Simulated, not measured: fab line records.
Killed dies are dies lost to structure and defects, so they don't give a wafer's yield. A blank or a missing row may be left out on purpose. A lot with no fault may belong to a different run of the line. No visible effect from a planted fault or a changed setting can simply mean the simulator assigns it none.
Which tool is to blame? / flow nand_harc / 12 lots, 36 wafers sampled, at 2 steps of a route of 1302

== WHAT THE GAUGES READ, wafer by wafer ==
NHARC_A_SGD_CUT_THK_MEAS_22: measures by ellipsometry.
lot=L074; measured=day 19 23:15; on=film_metro-01; thk_nm (nm)=146.9 150.2 147.8
lot=L077; measured=day 20 17:45; on=film_metro-02; thk_nm (nm)=148.3 148.7 146.9
lot=L079; measured=day 21 12:02; on=film_metro-02; thk_nm (nm)=146.9 147.6 150.3
lot=L080; measured=day 22 12:58; on=film_metro-01; thk_nm (nm)=149.5 149.4 150.1
lot=L083; measured=day 23 10:43; on=film_metro-02; thk_nm (nm)=147.9 145.8 148.4
lot=L085; measured=day 24 09:19; on=film_metro-02; thk_nm (nm)=149.5 150.6 147.7
lot=L087; measured=day 25 18:20; on=film_metro-02; thk_nm (nm)=144.4 146.9 147.8
lot=L089; measured=day 26 01:48; on=film_metro-02; thk_nm (nm)=148.9 150.9 149.5
lot=L092; measured=day 26 07:50; on=film_metro-02; thk_nm (nm)=148.0 147.8 147.9
lot=L094; measured=day 27 14:58; on=film_metro-02; thk_nm (nm)=149.0 148.1 148.4
lot=L095; measured=day 28 14:42; on=film_metro-02; thk_nm (nm)=149.8 147.1 150.8
lot=L097; measured=day 29 23:06; on=film_metro-01; thk_nm (nm)=148.9 147.1 146.4

== TOOL THAT RAN EACH LOT (tool first, then ch and the chambers of the sampled wafers, then the start) ==
lot=L074; NHARC_A_SGD_CUT_CMP_21=cmp-01 ch 0,1, day 19 22:59
lot=L077; NHARC_A_SGD_CUT_CMP_21=cmp-02 ch 1,2, day 20 17:30
lot=L079; NHARC_A_SGD_CUT_CMP_21=cmp-01 ch 0,3, day 21 11:47
lot=L080; NHARC_A_SGD_CUT_CMP_21=cmp-02 ch 0,3, day 22 12:43
lot=L083; NHARC_A_SGD_CUT_CMP_21=cmp-01 ch 0,2,3, day 23 10:28
lot=L085; NHARC_A_SGD_CUT_CMP_21=cmp-01 ch 1,3, day 24 09:04
lot=L087; NHARC_A_SGD_CUT_CMP_21=cmp-01 ch 0,2,3, day 25 18:08
lot=L089; NHARC_A_SGD_CUT_CMP_21=cmp-04 ch 0,2,3, day 26 01:36
lot=L092; NHARC_A_SGD_CUT_CMP_21=cmp-02 ch 1,2,3, day 26 07:35
lot=L094; NHARC_A_SGD_CUT_CMP_21=cmp-02 ch 0,1,2, day 27 14:42
lot=L095; NHARC_A_SGD_CUT_CMP_21=cmp-02 ch 0,1,3, day 28 14:28
lot=L097; NHARC_A_SGD_CUT_CMP_21=cmp-01 ch 0,2, day 29 22:52
- NHARC_A_SGD_CUT_CMP_21: polishes, target thk 148.19 nm.

== THE ANSWER, worked out from the rows above alone ==
Rule: usual is defined by the lots themselves. The widest of any qualifying gaps counts: lots, ordered by their means at a reading, are off when they make up no more than a third of the lots, leave a main group of 4 or more, and stand apart from it by 3 or more times the standard deviation of that group's means. Not used: any main group whose means are identical at the precision the tables above print for the reading. Also off: a lot with no number at a reading for which 4 or more lots have one. All remaining lots with rows at the step are treated as sound.
None of the lots is off at any reading shown; this tells nothing.

== WHAT THE SIMULATOR HAD INSERTED ==
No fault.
